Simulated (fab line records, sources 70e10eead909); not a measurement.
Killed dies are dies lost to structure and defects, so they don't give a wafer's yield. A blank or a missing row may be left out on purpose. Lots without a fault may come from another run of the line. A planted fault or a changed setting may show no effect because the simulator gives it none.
A struck lot beside a sound one | flow nand_harc | 14 steps out of a route of 1159
Sound: wafers L437.1, L437.3, L437.4. Struck: wafer L443.3. (L443.1, L443.4 of the same lot were not struck and are left out.) The cause comes at the end.
At each step with rows: each side's tool, then ch and its chambers, then its first start. Under that, the readings that differ: sound wafers | struck wafers | difference of the means | sigmas: that difference in standard deviations of wafers without a fault.
alike: readings whose means differ by less than 2 such deviations, and words and numbers that are the same on both sides. not compared: withheld readings, readings that some wafer has no value for, bounds like >300 that may hide the same value, and numbers for which the record gives no deviation and whose values overlap.
The two part at a step that has a row with sigmas, a row that says differs or no value, or rows on one side only. Numbers that don't overlap but have no deviation are shown without sigmas and don't part them. A reading that every wafer of one side lacks parts them only if that side has two wafers or more.

first, 7 steps without rows for these wafers: NHARC_P_BONDPAD_COAT_36 (time 65 s); NHARC_P_BONDPAD_COAT_03 (resist thk 600 nm); NHARC_P_BONDPAD_SOFTBAKE_04 (time 70 s); NHARC_P_BONDPAD_EBR_05; NHARC_P_BONDPAD_EXPOSE_06 (exposes mask P BPAD); NHARC_P_BONDPAD_PEB_07 (peb time 80 s); NHARC_P_BONDPAD_DEVELOP_08 (time 50 s).
NHARC_P_BONDPAD_CD_MEAS_09: target cd 500 nm.
  sound on cd_sem-03 ch 0, day 8 13:26; struck on cd_sem-02 ch 0, day 10 04:35
  alike: cd_nm
NHARC_P_BONDPAD_OVL_MEAS_38:
  sound on overlay-01, day 8 13:31; struck on overlay-02, day 10 04:40
  alike: overlay_x_nm, overlay_y_nm
then, 1 step without rows for these wafers: NHARC_P_BONDPAD_HARDBAKE_10 (time 65 s).
NHARC_P_BONDPAD_DESCUM_11: chemistry O2, time 3 s.
  sound on rie_diel-04 ch 0,2,3, day 8 13:38; struck on rie_diel-04 ch 1, day 10 04:49
  reading                | sound | struck | difference | sigmas
  rf_hours_counter_h (h) | 6 5 5 | 9      | +4         |
  alike: chamber_pressure_mTorr, drypump_motor_current_A, oes_product_au, rf_vpp_V, showerhead_plenum_p_Torr, throttle_valve_pct
NHARC_P_BONDPAD_ETCH_37: etches the open film in N2/H2, target depth 60 nm, overetch 18 nm, time 65.91 s.
  sound on rie_diel-04 ch 0,1,2, day 8 13:43; struck on rie_diel-04 ch 3, day 10 04:54
  reading                | sound | struck | difference | sigmas
  rf_hours_counter_h (h) | 5 6 6 | 9      | +3         |
  alike: chamber_pressure_mTorr, drypump_motor_current_A, oes_product_au, rf_fwd_power_W, rf_vpp_V, showerhead_plenum_p_Torr, throttle_valve_pct
NHARC_P_BONDPAD_ETCH_12: etches the open film in CHF3/O2, target depth 200 nm, time 100 s.
  sound on rie_diel-04 ch 0,1,3, day 8 13:49; struck on rie_diel-04 ch 2, day 10 04:59
  reading                | sound             | struck | difference | sigmas
  oes_product_au (a.u.)  | 0.916 0.917 0.912 | 1.131  | +0.216     | +11
  rf_fwd_power_W (W)     | 495.7 497.1 495.6 | 696.1  | +200.0     | +99 or more
  rf_hours_counter_h (h) | 5 6 6             | 9      | +3         |
  alike: chamber_pressure_mTorr, drypump_motor_current_A, rf_vpp_V, showerhead_plenum_p_Torr, throttle_valve_pct
NHARC_P_BONDPAD_CD_MEAS_13:
  sound on cd_sem-03, day 8 13:57; struck on cd_sem-02, day 10 05:08
  reading    | sound             | struck | difference | sigmas
  cd_nm (nm) | 496.6 500.2 498.4 | 505.3  | +6.9       | +2

WHERE THEY PART
First at NHARC_P_BONDPAD_ETCH_12; last, within this record, at NHARC_P_BONDPAD_CD_MEAS_13.

WHY: what the simulator had put in
Process parameter drift: rie_diel-04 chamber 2, from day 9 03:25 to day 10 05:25, at NHARC_P_BONDPAD_ETCH_12. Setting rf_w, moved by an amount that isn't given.
